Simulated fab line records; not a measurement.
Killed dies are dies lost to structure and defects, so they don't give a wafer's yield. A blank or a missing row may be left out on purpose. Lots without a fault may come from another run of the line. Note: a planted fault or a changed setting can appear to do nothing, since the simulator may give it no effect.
fab line records | flow n5-finfet
record lots=10 wafers=28 last-day=18
route steps=1938 shown BEOL_M4@1023 PASSIVATION@1936
lots untouched by any fault: they come from a run of this same line in which no faults occurred
start-h: hours from the record's opening day to when the first of the lot's shown wafers began | wait-h: hours from the lot's prior step to this one | " the same as in the row above | L1.1+2: one row covering several wafers at once | - value missing, or start not given | * or withheld: withheld | < > ~ a bound
route shown NAME@n: a module of which the file shows steps, and the number in the route of the first | usual: the fault-free wafers' mean and standard deviation | same: alike in all rows | chamber/n: place in a boat | sites: readings site by site | _std_site: how widely they spread, as a standard deviation | _edge_site: inner sites' mean taken away from outer sites' mean | radius-mm: for every site, how far away it sits from the centre of the wafer | mask NAME#n: copy n | behind: tool/chamber where the wafer was last shaped | hold: the reason the lot was held/the length of the hold in hours/how it ended | device: names the non-switching transistor (n, p or np) | end of line: the route-end tests of the same wafers | a step given without rows: its recipe and nothing more | killed: the dies lost at the first sort to structure and to defects; this is not the yield of the wafer | map: shows each die of a wafer: x if killed, . if not, _ if none is there
set.NAME: setting as actually run; set.NAME@STEP: the setting as run at that earlier step | model.NAME: the simulator's own value behind a step, which no gauge read
one table for each step of the route and one row for each wafer, over a sample of lots
services: from which hour (start-h, from the record's first day; less than 0 if before it) a tool's chamber was out of use, for how many hours, and why
## steps
# step N5_BEOL_M4_PECVD_72
# recipe material=SiO2 target-thk-a=160 temp-c=400 precursor=TEOS/O2 pressure-torr=5.5 rf-w=450 teos-flow-sccm=53.8 gas=O2 flow-sccm=3000 time-s=18
# usual heater-power-w=781/120 showerhead-plenum-p-Torr=8.75/0.064 throttle-valve-pct=22.3/0.67
# columns lot.wafer tool chamber start-h wait-h heater-power-w showerhead-plenum-p-Torr throttle-valve-pct
L966.1 pecvd-04 1 164.66 0.0 753 8.71 21.7
L966.4 " 2 " " 923 8.68 22.7
L966.5 " 0 " " 894 8.77 23.0
L968.1 pecvd-01 0 187.42 0.0 742 8.74 23.1
L968.2 " 2 " " 865 8.84 21.5
L968.4 " 0 " " 748 8.74 23.1
L974.3 pecvd-01 2 199.99 0.0 850 8.83 21.5
L974.4 " 0 " " 751 8.72 23.2
L974.5 " 1 " " 549 8.70 22.1
L978.2 pecvd-01 2 239.21 0.0 824 8.83 21.7
L978.4 " 2 " " 817 8.82 21.5
L978.6 " 0 " " 757 8.74 23.1
L979.1 pecvd-01 2 240.83 0.0 820 8.84 21.6
L979.5 " 2 " " 825 8.86 21.6
L979.6 " 1 " " 535 8.68 22.2
L984.6 pecvd-01 2 279.42 0.0 720 8.82 22.0
L986.2 pecvd-01 2 284.04 0.0 759 8.84 21.9
L986.4 " 1 " " 656 8.72 22.0
L986.5 " 0 " " 751 8.75 23.2
L985.1 pecvd-02 2 294.73 0.0 819 8.76 21.5
L985.3 " 1 " " 901 8.85 22.7
L985.6 " 1 " " 907 8.88 22.4
L987.1 pecvd-02 1 295.60 0.1 948 8.87 22.4
L987.4 " 1 " " 936 8.85 22.6
L987.5 " 1 " " 983 8.85 22.5
L988.1 pecvd-04 0 298.34 0.0 959 8.73 23.2
L988.4 " 2 " " 895 8.65 23.4
L988.6 " 1 " " 629 8.74 21.7
# step N5_BEOL_M4_HM_DEP_02
# recipe material=TiN target-thk-a=200 temp-c=25 chamber-pressure-pa=0.49996
# usual throttle-valve-pct=30.0/1.5
# columns lot.wafer tool chamber start-h wait-h throttle-valve-pct
L966.1 pvd-sputter-01 - 164.98 0.3 30.0
L966.4 " - " " 29.7
L966.5 " - " " 29.8
L968.1 pvd-sputter-01 - 188.13 0.7 30.5
L968.2 " - " " 30.0
L968.4 " - " " 28.9
L974.3 pvd-sputter-03 - 200.42 0.4 30.9
L974.4 " - " " 27.9
L974.5 " - " " 30.8
L978.2 pvd-sputter-03 - 240.60 1.4 31.7
L978.4 " - " " 31.2
L978.6 " - " " 31.6
L979.1 pvd-sputter-03 - 242.12 1.3 27.7
L979.5 " - " " 31.0
L979.6 " - " " 27.8
L984.6 pvd-sputter-02 - 279.86 0.4 28.5
L986.2 pvd-sputter-02 - 284.91 0.8 32.4
L986.4 " - " " 28.6
L986.5 " - " " 32.4
L985.1 pvd-sputter-03 - 295.11 0.4 28.7
L985.3 " - " " 27.6
L985.6 " - " " 28.6
L987.1 pvd-sputter-03 - 297.05 1.4 31.6
L987.4 " - " " 28.8
L987.5 " - " " 30.8
L988.1 pvd-sputter-03 - 298.87 0.5 31.3
L988.4 " - " " 28.8
L988.6 " - " " 28.7
# step N5_BEOL_M4_ALD_98
# recipe material=SiO2 target-thk-a=25 temp-c=100 ald-precursor-family=BDEAS ald-co-reactant=O2-plasma pulse-time-s=1 co-reactant-pulse-time-s=1 purge-time-s=2 co-reactant-purge-time-s=2 ald-cycles=17 pressure-torr=2
# usual heater-power-w=76/7.4 precursor-pulse-height-rel=1.000/0.017 susceptor-temp-C=100.00/0.14
# same pulse-time-s=1
# columns lot.wafer tool chamber start-h wait-h heater-power-w precursor-pulse-height-rel susceptor-temp-C
L966.1 ald-sin-02 0 167.22 0.1 74 0.987 99.94
L966.4 " 3 " " 72 0.999 100.08
L966.5 " 2 " " 79 1.024 100.08
L968.1 ald-sin-02 1 190.70 0.8 67 1.020 100.05
L968.2 " 3 " " 71 0.998 100.07
L968.4 " 0 " " 71 1.000 99.82
L974.3 ald-sin-02 2 202.31 0.1 79 1.005 99.97
L974.4 " 0 " " 72 1.008 100.16
L974.5 " 3 " " 71 1.015 99.89
L978.2 ald-sin-02 1 242.68 0.2 70 1.005 99.82
L978.4 " 3 " " 72 0.974 100.18
L978.6 " 2 " " 79 1.005 100.07
L979.1 ald-sin-03 3 243.98 0.3 77 1.008 100.03
L979.5 " 1 " " 68 1.000 100.10
L979.6 " 0 " " 86 0.991 100.18
L984.6 ald-sin-02 1 281.74 0.2 67 0.969 98.56
L986.2 ald-sin-03 0 286.50 0.1 86 0.999 99.88
L986.4 " 3 " " 79 1.008 99.92
L986.5 " 2 " " 73 0.977 100.17
L985.1 ald-sin-02 3 297.45 0.1 73 1.029 100.00
L985.3 " 2 " " 81 1.027 100.17
L985.6 " 1 " " 66 0.971 98.81
L987.1 ald-sin-04 1 299.02 0.1 70 0.981 99.80
L987.4 " 3 " " 89 1.011 99.92
L987.5 " 1 " " 70 0.995 99.94
L988.1 ald-sin-03 2 300.85 0.1 72 0.972 100.16
L988.4 " 3 " " 80 1.004 100.21
L988.6 " 0 " " 84 1.006 99.93
# step N5_BEOL_M4_STRIP_36
# recipe chemistry=N2/H2 power-w=450 temp-c=40 pressure-mtorr=20 rf-frequency-hz=6e+07 overash-fraction=0.3 bias-power-w=7 h2-frac=0.5 n2-flow-sccm=200 h2-flow-sccm=200
# usual drypump-motor-current-A=5.8/0.42 oes-product-au=0.77/0.092 rf-vpp-V=59.4/1.5 showerhead-plenum-p-Torr=2.55/0.1 throttle-valve-pct=23.6/0.31
# same overash-fraction=0.3
# columns lot.wafer tool chamber start-h wait-h drypump-motor-current-A oes-product-au rf-hours-counter-h rf-vpp-V showerhead-plenum-p-Torr throttle-valve-pct
L966.1 rie-diel-01 0 168.32 0.0 5.5 0.80 77 58.2 2.57 23.4
L966.4 " 3 " " 5.3 0.71 213 60.0 2.53 23.6
L966.5 " 0 " " 5.5 0.80 - 58.1 2.57 23.4
L968.1 rie-diel-06 0 192.70 0.0 6.0 0.76 149 63.1 2.64 23.8
L968.2 " 3 " " 5.7 0.78 134 57.7 2.63 23.3
L968.4 " 1 " " 5.8 0.72 244 59.7 2.51 24.3
L974.3 rie-diel-05 1 212.58 0.0 6.6 0.95 23 59.7 2.73 23.9
L974.4 " 1 " " 6.6 0.96 - 58.5 2.73 23.9
L974.5 " 0 " " 5.3 0.74 - 60.8 2.34 24.2
L978.2 rie-diel-01 0 246.12 0.0 5.4 0.78 106 60.3 2.56 23.5
L978.4 " 3 " " 5.3 0.70 - 58.4 2.51 23.6
L978.6 " 1 " " 6.1 0.69 - 59.7 2.52 23.9
L979.1 rie-diel-01 3 250.28 0.0 5.3 0.69 246 57.6 2.51 23.6
L979.5 " 0 " " 5.5 0.76 - 56.0 2.55 23.5
L979.6 " 3 " " 5.3 0.69 - 59.2 2.51 23.6
L984.6 rie-diel-06 0 283.58 0.0 6.1 0.73 - 60.3 2.63 23.9
L986.2 rie-diel-05 0 287.52 0.0 5.3 0.73 196 61.0 2.33 24.2
L986.4 " 1 " " 6.6 0.91 48 59.5 2.71 24.0
L986.5 " 3 " " 5.1 0.68 - 58.6 2.48 23.6
L985.1 rie-diel-05 1 304.62 0.0 6.6 0.90 55 59.3 2.71 23.9
L985.3 " 0 " " 5.3 0.72 203 59.9 2.33 24.2
L985.6 " 1 " " 6.6 0.90 - 63.8 2.71 24.0
L987.1 rie-diel-01 3 304.81 0.0 5.3 0.95 8 60.2 2.51 23.3
L987.4 " 1 " " 6.1 0.68 246 57.5 2.51 24.0
L987.5 " 2 " " 6.3 0.92 - 57.9 2.59 23.0
L988.1 rie-diel-01 1 310.61 0.0 6.1 0.68 247 59.3 2.51 24.0
L988.4 " 2 " " 6.3 0.90 22 61.5 2.59 23.0
L988.6 " 3 " " 5.3 0.95 - 58.5 2.51 23.3
# step N5_BEOL_M4_RC_MEAS_101
# usual DIBL_N=35.9/1.4 DIBL_P=35.9/1.7 IOFF_N=0.160/0.026 IOFF_P=0.21/0.036 ION_N=672/11 ION_P=461/8.1 SS_N=71.4/0.54 SS_P=73.2/0.67 VT_N=249.3/2.7 VT_P=-250/3.9
# columns lot.wafer tool chamber start-h wait-h DIBL_N[mV/V] DIBL_P[mV/V] IOFF_N[nA/um] IOFF_P[nA/um] ION_N[uA/um] ION_P[uA/um] SS_N[mV/dec] SS_P[mV/dec] VT_N[mV] VT_P[mV]
L966.1 prober-01 0 172.90 0.0 34.3 33.6 0.129 0.19 660 462 71.6 72.8 250.5 -248
L966.4 " 0 " " 38.8 39.7 0.233 0.29 687 468 72.8 74.8 243.2 -244
L966.5 " 0 " " 36.5 35.2 0.155 0.22 672 457 72.1 73.3 251.0 -247
L968.1 prober-02 0 196.80 0.0 36.3 36.2 0.161 0.22 674 462 71.1 74.1 249.6 -247
L968.2 " 0 " " 38.0 39.1 0.208 0.28 682 465 72.0 73.7 246.3 -248
L968.4 " 0 " " 36.7 35.7 0.169 0.21 674 454 71.8 73.2 250.4 -247
L974.3 prober-02 0 221.33 0.3 35.6 34.3 0.140 0.19 666 456 71.3 72.4 253.3 -252
L974.4 " 0 " " 35.7 35.1 0.142 0.19 663 457 70.9 72.9 251.2 -250
L974.5 " 0 " " 36.2 34.6 0.146 0.19 670 462 71.1 72.4 250.4 -250
L978.2 prober-01 0 250.47 0.2 37.2 37.7 0.182 0.26 679 476 71.4 73.8 245.9 -247
L978.4 " 0 " " 33.9 32.7 0.125 0.18 672 458 71.0 72.8 253.8 -249
L978.6 " 0 " " 36.1 35.5 0.163 0.21 674 461 71.4 73.1 249.0 -250
L979.1 prober-01 0 254.42 0.0 35.7 36.0 0.171 0.24 692 476 71.6 72.6 245.1 -247
L979.5 " 0 " " 35.4 35.7 0.163 0.23 673 466 71.1 72.9 247.9 -244
L979.6 " 0 " " 36.0 36.0 0.169 0.24 684 470 72.0 72.7 247.9 -246
L984.6 prober-01 0 289.16 0.8 33.6 32.9 0.123 0.20 657 461 71.4 72.8 251.9 -250
L986.2 prober-02 0 291.75 0.2 40.2 39.1 0.228 0.27 677 468 72.5 74.4 246.0 -248
L986.4 " 0 " " 35.4 34.9 0.132 0.19 672 462 70.7 72.5 252.0 -254
L986.5 " 0 " " 37.4 37.0 0.165 0.22 682 465 71.2 73.3 247.7 -249
L985.1 prober-02 0 309.35 0.0 36.1 34.4 0.142 0.15 664 450 70.9 72.8 249.5 -258
L985.3 " 0 " " 37.1 36.0 0.142 0.17 643 441 71.9 73.1 253.3 -254
L985.6 " 0 " " 37.0 36.6 0.158 0.18 674 450 71.8 73.2 248.2 -255
L987.1 prober-01 0 309.69 0.0 36.2 37.0 0.186 0.23 670 458 72.1 73.9 245.1 -248
L987.4 " 0 " " 35.4 37.1 0.171 0.22 690 465 71.6 74.4 248.0 -250
L987.5 " 0 " " 34.2 34.5 0.136 0.18 660 451 71.1 72.8 251.7 -253
L988.1 prober-02 0 316.26 0.0 36.1 36.2 0.149 0.18 665 456 71.0 72.9 252.6 -253
L988.4 " 0 " " 35.0 35.4 0.136 0.17 678 459 70.9 73.7 253.1 -255
L988.6 " 0 " " 38.2 39.4 0.190 0.24 675 462 71.5 74.2 249.5 -248
# step N5_PASSIVATION_PROBE_49
# usual defect-limited-yield=90.9/1.5 killed_at_M0_to_M3=35/10 killed_at_M4_up=14/5.2 killed-at-contacts=13/7.3 killed-at-front-end=42/12 killed-at-other=3.4/2.5 killed-dies=108/18 killed-open=70/13 killed-short=35/8 sort_bin_4_leakage=0.00/0.007 sort_bin_5_function=5.4/1 sort_bin_6_memory=3.4/0.71 sort_bin_8_speed=0.00/0.0099 sort-n-pass=1072/18 sort-yield-pct=90.9/1.5
# same gross-dies=1180 killed-at-back-side=0
# columns lot.wafer tool chamber start-h wait-h defect-limited-yield[%] killed_at_M0_to_M3 killed_at_M4_up killed-at-contacts killed-at-front-end killed-at-other killed-dies killed-open killed-short sort_bin_4_leakage[%] sort_bin_5_function[%] sort_bin_6_memory[%] sort_bin_8_speed[%] sort-n-pass sort-yield-pct[%]
L979.1 prober-02 - 372.56 0.0 89.8 41 9 22 47 1 120 75 42 0 5.5 4.2 0 1060 89.8
L979.5 prober-02 - 372.76 0.2 87.3 49 15 27 57 2 150 94 54 0 8.0 4.3 0 1030 87.3
L979.6 prober-02 - 372.81 0.3 87.9 39 11 18 68 7 143 91 52 0 7.1 4.7 0 1037 87.9
L984.6 prober-01 - 405.95 0.3 89.7 33 18 6 63 2 122 84 33 0 5.3 4.7 0 1058 89.7
# killed by level:class
L979.1 MOL_CONTACT_COAG:geometric-particle:open=16 BEOL_M0_SAQP:geometric-particle:short=12 FIN_SAQP:geometric-particle:open=9 STI_FIN_REVEAL:geometric-particle:open=9 BEOL_M0_SAQP:geometric-particle:open=8 FIN_SAQP:geometric-particle:short=6 DUMMY_GATE:geometric-particle:open=6 GATE_CUT:geometric-particle:short=5
L979.5 MOL_CONTACT_COAG:geometric-particle:open=21 BEOL_M0_SAQP:geometric-particle:short=13 STI_FIN_REVEAL:geometric-particle:open=12 BEOL_M3:geometric-particle:open=12 FIN_SAQP:geometric-particle:open=11 FIN_SAQP:geometric-particle:short=8 BEOL_M4:geometric-particle:open=7 MOL_CONTACT_COAG:geometric-particle:short=6
L979.6 STI_FIN_REVEAL:geometric-particle:open=24 FIN_SAQP:geometric-particle:open=11 MOL_CONTACT_COAG:geometric-particle:open=10 FIN_SAQP:geometric-particle:short=9 MOL_CONTACT_COAG:geometric-particle:short=8 BEOL_M0_SAQP:geometric-particle:short=8 BEOL_M0_SAQP:geometric-particle:open=7 GATE_CUT:geometric-particle:short=7
L984.6 STI_FIN_REVEAL:geometric-particle:open=18 FIN_SAQP:geometric-particle:open=14 BEOL_M0_SAQP:geometric-particle:open=10 BEOL_M0_SAQP:geometric-particle:short=8 BEOL_M3:geometric-particle:open=8 DUMMY_GATE:geometric-particle:open=7 FIN_SAQP:geometric-particle:short=6 MOL_CONTACT_COAG:geometric-particle:open=5
## services
# columns tool chamber start-h hours kind
pecvd-02 - 149.20 1.5 repair
pvd-sputter-03 - 149.97 2.2 repair
rie-diel-06 3 159.99 6.8 repair
pecvd-02 0 162.79 21.3 repair
pecvd-02 - 174.89 0.7 repair
ald-sin-04 - 176.75 14.0 pm
pecvd-01 - 178.63 6.0 pm
pecvd-02 - 185.19 4.3 pm
pecvd-01 2 207.56 17.3 repair
pecvd-01 0 214.99 5.0 scheduled-down
ald-sin-04 3 217.49 9.3 repair
rie-diel-05 1 221.26 6.6 repair
rie-diel-01 2 235.67 - clean
rie-diel-01 2 235.67 - consumable-replace:focus-ring
rie-diel-01 2 235.67 13.8 scheduled-down
rie-diel-01 2 235.67 13.8 vent-cycle
rie-diel-01 2 252.91 7.8 repair
ald-sin-02 1 253.99 2.6 repair
pecvd-01 0 270.45 - calibration
ald-sin-04 0 288.93 10.3 repair
pecvd-01 - 294.03 5.5 pm
pvd-sputter-01 - 297.03 20.4 repair
ald-sin-03 0 305.04 9.7 repair
rie-diel-06 3 309.61 11.3 repair
## key
first-sign step=N5_BEOL_M4_ALD_98 reading=susceptor-temp-C direction=down sigmas=9.3 usual=* struck=*
effect none on later readings
met-at N5_BEOL_M4_ALD_98
struck-lots L984,L985
struck-wafers L984.6,L985.6
not-acting-at N5_BEOL_M4_PECVD_72,N5_BEOL_M4_HM_DEP_02,N5_BEOL_M4_STRIP_36
onset-between 242.68 281.74
earlier-fault kind=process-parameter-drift tool=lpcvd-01 chamber=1 onset-h=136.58 steps=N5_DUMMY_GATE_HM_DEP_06 channel=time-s offset=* shape=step acts-in=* stated=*
fault kind=process-parameter-drift tool=ald-sin-02 chamber=1 onset-h=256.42 steps=N5_BEOL_M4_ALD_98 channel=temp-c offset=* shape=step acts-in=* stated=*
